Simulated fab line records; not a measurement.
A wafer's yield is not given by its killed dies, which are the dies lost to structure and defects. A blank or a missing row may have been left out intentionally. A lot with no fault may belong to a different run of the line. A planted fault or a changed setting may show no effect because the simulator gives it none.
Comparing a struck lot with a sound one ; flow nandHarc ; 18 out of 1159 route steps
Sound: the wafers L988.1, L988.2, L988.4. Struck: wafers L997.2, L997.3, L997.5. The cause is given at the end.
Per side, at each step with rows, come the tool, then ch with its chambers, and then its first start. Under that, the readings that differ: sound wafers ; struck wafers ; difference of the means ; sigmas: that difference in standard deviations of wafers without a fault.
alike: readings whose means differ by less than 2 such deviations, and words and numbers that are the same on both sides. not compared: withheld readings, readings that some wafer has no value for, bounds like >300 that may hide the same value, and numbers for which the record gives no deviation and whose values overlap.
A row with sigmas, a row that says differs or no value, or rows on one side alone: a step with any of these is where the two part. Non-overlapping numbers with no deviation appear without sigmas and do not part them. A reading missing from all wafers of one side parts the sides only when that side holds two or more wafers.

NHARC_A_CONTACT_ETCH_102: etches the open film in CF4/O2, target depth 70 nm, overetch 7 nm, time 38.5 s.
  sound on rieDiel-03 ch 0,2,3, day 16 20:11; struck on rieDiel-13 ch 0,1,2, day 19 11:29
  alike: drypumpMotorCurrentA, oesProductAu, rfVppV, showerheadPlenumPTorr, throttleValvePct
  not compared: rfHoursCounterH
NHARC_A_CONTACT_STRIP_55: strips in O2.
  sound on rieDiel-03 ch 0,1,2; struck on rieDiel-13 ch 2,3
  alike: drypumpMotorCurrentA, oesProductAu, rfVppV, showerheadPlenumPTorr, throttleValvePct
  not compared: rfHoursCounterH
then, 1 step without rows for these wafers: NHARC_A_CONTACT_STRIP_56 (strips in post etch residue remover, time 600 s).
NHARC_A_CONTACT_DEP_57: deposits aC, target thk 2800 nm.
  sound on aclDep-02 ch 0, day 16 21:01; struck on aclDep-03 ch 0, day 19 12:46
  alike: throttleValvePct
NHARC_A_CONTACT_DEP_58: deposits SiON, target thk 60 nm.
  sound on pecvd-02 ch 0,1,2, day 16 22:59; struck on pecvd-02 ch 0,2, day 19 14:17
  alike: heaterPowerW
then, 7 steps without rows for these wafers: NHARC_A_CONTACT_DEHYDRATE_59 (time 120 s); NHARC_A_CONTACT_HMDS_60 (time 30 s); NHARC_A_CONTACT_COAT_61 (time 75 s); NHARC_A_CONTACT_COAT_62 (time 65 s); NHARC_A_CONTACT_COAT_63 (resist thk 90 nm); NHARC_A_CONTACT_SOFTBAKE_64 (time 55 s); NHARC_A_CONTACT_EBR_65.
NHARC_A_CONTACT_EXPOSE_66: exposes mask A CC 2.
  sound on arfiScanner-01 ch 0, day 16 23:26; struck on arfiScanner-02 ch 0, day 19 14:43
reading;sound;struck;difference;sigmas
stageVelMmS (mm/s);499.79 499.64 499.59;500.45 500.26 499.91;+0.53;+2
model.A_CONTACT.overlayXNm (nm);-0.01064 -0.01064 -0.01064;23.76 23.76 23.76;+23.77;
  alike: mask
then, 2 steps without rows for these wafers: NHARC_A_CONTACT_PEB_67 (peb time 65 s); NHARC_A_CONTACT_DEVELOP_68 (develop time 35 s).
NHARC_A_CONTACT_CD_MEAS_69: the cd target is 200 nm.
  sound on cdSem-03 ch 0, day 16 23:34; struck on cdSem-02 ch 0, day 19 14:52
  alike: cdNm
NHARC_A_CONTACT_OVL_MEAS_70:
  sound on overlay-02 at day 16 23:40; struck on overlay-01 at day 19 14:57
reading;sound;struck;difference;sigmas
overlayXNm (nm);0.1 0.1 -0.2;24.1 23.5 23.9;+23.8;+34
  alike: overlayYNm
NHARC_A_CONTACT_INSPECT_71:
  sound on defectInspect-02 at day 16 23:42; struck on defectInspect-01 at day 19 14:59
  alike: rawDefectCount

WHERE THEY PART
Last at NHARC_A_CONTACT_OVL_MEAS_70 as far as this record goes, first at NHARC_A_CONTACT_EXPOSE_66. Later steps at which nothing parts them and some readings are alike: NHARC_A_CONTACT_INSPECT_71.

WHY: what had been put in by the simulator
Scanner matching overlay: arfiScanner-02, from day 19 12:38 on, at NHARC_A_CONTACT_EXPOSE_66. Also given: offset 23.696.
